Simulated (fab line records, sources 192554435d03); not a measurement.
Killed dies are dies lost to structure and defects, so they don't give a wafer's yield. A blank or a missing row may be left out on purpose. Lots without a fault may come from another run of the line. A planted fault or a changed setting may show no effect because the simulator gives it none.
Split-lot experiment | flow n5_finfet | 7 lots, 21 wafers read, on a route of 1938 steps

THE SPLIT
At N5_BEOL_M15_COAT_22 (resist thk 800 nm), the setting spin_rpm was moved away from the recipe's 1704 rpm on 8 of the 21 wafers read, by -9.6% to +10.4%. The other wafers ran this setting at the recipe's value.

FROM THE SPLIT TO THE READING: what the file shows between them, 1 step
- N5_BEOL_M15_ETCH_61: etches BARC in N2/H2, target depth 89 nm, overetch 26.7 nm, time 67.9 s (also split here: time_s)

THE READING
coat_of_BEOL_M15_COAT_22.thk_nm (the simulator's own value, which no gauge read), in nm, at N5_BEOL_M15_TRENCH_ETCH_34 (etches SiO2 in C4F8/O2/Ar, target depth 872.93 nm, time 199 s). The file gives no usual value for it. The 13 wafers here that ran the recipe average 541.8 nm, standard deviation 6.3 nm.

wafer  | tool, chamber at the split | spin_rpm as run, rpm | against the recipe | coat_of_BEOL_M15_COAT_22.thk_nm, nm | against lot-mates on the recipe
L078.1 | litho_track-05, 0          | 1882                 | +10.4%             | 509                                 | -27.0
L078.4 | litho_track-05, 0          | 1704                 | recipe             | 536                                 | -
L078.6 | litho_track-05, 0          | 1882                 | +10.4%             | 508.2                               | -27.8
L079.2 | litho_track-05, 0          | 1704                 | recipe             | 534.4                               | -
L079.3 | litho_track-05, 0          | 1704                 | recipe             | 531.6                               | -
L079.5 | litho_track-05, 0          | 1645                 | -3.5%              | 550.2                               | +17.2
L082.4 | litho_track-01, 0          | 1704                 | recipe             | 537.8                               | -
L082.5 | litho_track-01, 0          | 1540                 | -9.6%              | 592.4                               | +54.6
L082.6 | litho_track-01, 0          | 1540                 | -9.6%              | 588.8                               | +51.0
L083.2 | litho_track-01, 0          | 1704                 | recipe             | 544                                 | -
L083.4 | litho_track-01, 0          | 1704                 | recipe             | 553                                 | -
L083.6 | litho_track-01, 0          | 1704                 | recipe             | 543.4                               | -
L086.3 | litho_track-01, 0          | 1704                 | recipe             | 549                                 | -
L086.5 | litho_track-01, 0          | 1704                 | recipe             | 547.8                               | -
L086.6 | litho_track-01, 0          | 1704                 | recipe             | 535.2                               | -
L093.1 | litho_track-01, 0          | 1590                 | -6.7%              | 569.4                               | +26.0
L093.5 | litho_track-01, 0          | 1590                 | -6.7%              | 578.6                               | +35.2
L093.6 | litho_track-01, 0          | 1704                 | recipe             | 543.4                               | -
L097.1 | litho_track-01, 0          | 1704                 | recipe             | 540                                 | -
L097.5 | litho_track-01, 0          | 1704                 | recipe             | 548.2                               | -
L097.6 | litho_track-01, 0          | 1818                 | +6.7%              | 518.2                               | -25.9

THE FIT
A straight line over all 21 wafers: coat_of_BEOL_M15_COAT_22.thk_nm changes by -4.06 nm for each +1% of spin_rpm; r = -0.95; the points scatter about the line by 7 nm.
The same after taking each lot's own level away (the mean of its wafers on the recipe; 21 wafers): -4.01 nm for each +1%; r = -0.95; scatter 6.9 nm.
On that fit, the largest move of spin_rpm shifts the reading by 42 nm.
The lots' own levels span 533.00 to 546.80 nm, that is 2.2 times the standard deviation above.
So the lot-to-lot level changes the slope little: the two slopes agree.
Check: with one of the wafers moved furthest among these (+10.4%) left out of the fit, the line predicts -42.7 nm for it against its lot-mates. It came out at -27 nm against them.

OTHER SPLITS ON THESE WAFERS
These wafers also went through other splits before the reading. Each is held against what the fit with the lots' levels taken away leaves over:
other split on the same wafers | wafers away from the commonest value | r with coat_of_BEOL_M15_COAT_22.thk_nm (lot level and that fit taken away)
N5_BEOL_M10_ETCH_41 source_w   | 4                                    | +0.44
N5_BEOL_M11_ETCH_41 time_s     | 9                                    | -0.04
N5_BEOL_M13_COAT_66 spin_rpm   | 8                                    | +0.00
N5_BEOL_M13_DESCUM_33 time_s   | 6                                    | -0.05
N5_BEOL_M14_ETCH_59 time_s     | 7                                    | -0.05
N5_BEOL_M14_EXPOSE_25 dose_mj  | 3                                    | -0.21
N5_BEOL_M15_ETCH_61 time_s     | 6                                    | -0.25

THE WHOLE CHAIN: every reading that the file lists as answering this split, in the file's order
step                       | what it does                                                            | reading                                                                          | change (the file's fit)              | r (the file's)
N5_BEOL_M15_COAT_22        | resist thk 800 nm                                                       | coat_of_BEOL_M15_COAT_22.thk_nm (the simulator's own value, which no gauge read) | -3.96 nm for each +1% of the setting | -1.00
N5_BEOL_M15_ETCH_61        | etches BARC in N2/H2, target depth 89 nm, overetch 26.7 nm, time 67.9 s | coat_of_BEOL_M15_COAT_22.thk_nm (the simulator's own value, which no gauge read) | -4.21 nm for each +1% of the setting | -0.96
N5_BEOL_M15_TRENCH_ETCH_34 | etches SiO2 in C4F8/O2/Ar, target depth 872.93 nm, time 199 s           | coat_of_BEOL_M15_COAT_22.thk_nm (the simulator's own value, which no gauge read) | -4.06 nm for each +1% of the setting | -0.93

THE FILE'S OWN FIT
coat_of_BEOL_M15_COAT_22.thk_nm changes by -4.06 nm for each +1% of spin_rpm, r = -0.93.
